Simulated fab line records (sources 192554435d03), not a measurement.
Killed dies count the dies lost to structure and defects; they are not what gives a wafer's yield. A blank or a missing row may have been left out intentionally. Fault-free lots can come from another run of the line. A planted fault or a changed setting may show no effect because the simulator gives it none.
Comparing a struck lot with a sound one || flow n5Finfet || 19 out of 1938 route steps
Sound: the wafers L703.3, L703.4, L703.6. Struck: wafers L709.2, L709.5, L709.6. At the end, the cause is stated.
Order at every step that has rows: each side's tool, ch and its chambers, its first start. Under that, the readings that differ: sound wafers || struck wafers || difference of the means || sigmas: that difference in standard deviations of wafers without a fault.
alike: a reading whose means differ by less than 2 such deviations, as well as words and numbers matching on both sides. not compared: withheld readings; readings where some wafer has no value; bounds like >300 that might hide an equal value; numbers whose values overlap and for which the record gives no deviation.
Wherever a step has rows on one side only, a row that says differs or no value, or a row with sigmas, the two part there. Numbers that have no deviation but don't overlap get no sigmas and don't part them. Lack of a reading on every wafer of one side parts them only where that side has two or more wafers.

first, 7 steps without rows for these wafers: N5_BEOL_M15_COAT_04 (resist thk 800 nm); N5_BEOL_M15_EBR_06; N5_BEOL_M15_SOFTBAKE_05 (time 60 s); N5_BEOL_M15_EXPOSE_07 (exposes mask V14); N5_BEOL_M15_PEB_08 (peb time 90 s); N5_BEOL_M15_DEVELOP_09 (develop time 45 s); N5_BEOL_M15_HARDBAKE_14 (time 120 s).
N5_BEOL_M15_CD_MEAS_10: the cd target is 360 nm.
  sound on cdSem-02 ch 0, day 13 07:25; struck on cdSem-03 ch 0, day 14 08:50
  alike: cdNm
N5_BEOL_M15_OVL_MEAS_11:
  sound on overlay-02 ch 0, day 13 07:27; struck on overlay-02 ch 0, day 14 08:52
  alike: V14_OVL
N5_BEOL_M15_INSPECT_12: inspects for defects (macro).
  struck on defectInspect-02, day 14 08:54; sound on defectInspect-01, day 13 07:29
  alike: rawDefectCount
N5_BEOL_M15_DESCUM_15: chemistry O2, time 7.9 s.
  sound on rieDiel-05 ch 0,3, day 13 07:35; struck on rieDiel-01 ch 2,3, day 14 08:56
  alike: drypumpMotorCurrentA, o2FlowSccm, oesProductAu, rfVppV, showerheadPlenumPTorr, throttleValvePct
  not compared: rfHoursCounterH
N5_BEOL_M15_ETCH_59: etches BARC in N2/H2, target depth 89 nm, overetch 26.7 nm, time 67.9 s.
  sound on rieDiel-05 ch 0,3, day 13 07:37; struck on rieDiel-01 ch 2,3, day 14 08:58
  alike: biasW, chamberPressureMTorr, drypumpMotorCurrentA, h2FlowSccm, oesProductAu, rfVppV, showerheadPlenumPTorr, throttleValvePct
  not compared: rfHoursCounterH
N5_BEOL_M15_VIA_ETCH_16: etches SiO2 in C4F8/O2/Ar, target depth 1792.2 nm.
  sound on rieDiel-05 ch 0,3, day 13 07:40; struck on rieDiel-01 ch 2,3, day 14 09:01
  no value came back on the struck wafers for any of 8 readings (C4F8_flow_sccm (sccm), O2_flow_sccm (sccm) and others); on the sound wafers C4F8_flow_sccm (sccm) reads 15.98 15.99 16.00
{"reading": "model.coat_of_BEOL_M15_COAT_04.thkNm (nm)", "sound": "336.2 339.8 330.8", "struck": "720 723 718.8", "difference": "+385", "sigmas": ""}
N5_BEOL_M15_STRIP_63: strips in O2.
  sound: rieDiel-05 ch 0,3; struck: rieDiel-01 ch 2,3
  alike: drypumpMotorCurrentA, o2FlowSccm, oesProductAu, rfVppV, showerheadPlenumPTorr, throttleValvePct
  not compared: rfHoursCounterH
N5_BEOL_M15_STRIP_64: strips in O2.
  sound: rieDiel-05 ch 0,3; struck: rieDiel-01 ch 2,3
  alike: drypumpMotorCurrentA, o2FlowSccm, oesProductAu, rfVppV, showerheadPlenumPTorr, throttleValvePct
  not compared: rfHoursCounterH
then, 2 steps without rows for these wafers: N5_BEOL_M15_STRIP_65 (strips in post etch residue remover, time 60 s); N5_BEOL_M15_SRD_66 (time 30 s, dry time 30 s).
N5_BEOL_M15_CD_MEAS_17: the cd target is 360 nm.
  struck on cdSem-03, day 14 09:26; sound on cdSem-02, day 13 08:05
{"reading": "cdNm (nm)", "sound": "360.1 362.2 359.0", "struck": "- - -", "difference": "no value on the struck wafers", "sigmas": ""}
then, 1 step without rows for these wafers: N5_BEOL_M15_COAT_56 (time 60 s, resist thk 550 nm).

WHERE THEY PART
First at N5_BEOL_M15_VIA_ETCH_16; last, within this record, at N5_BEOL_M15_CD_MEAS_17.

WHY: what the simulator had put in
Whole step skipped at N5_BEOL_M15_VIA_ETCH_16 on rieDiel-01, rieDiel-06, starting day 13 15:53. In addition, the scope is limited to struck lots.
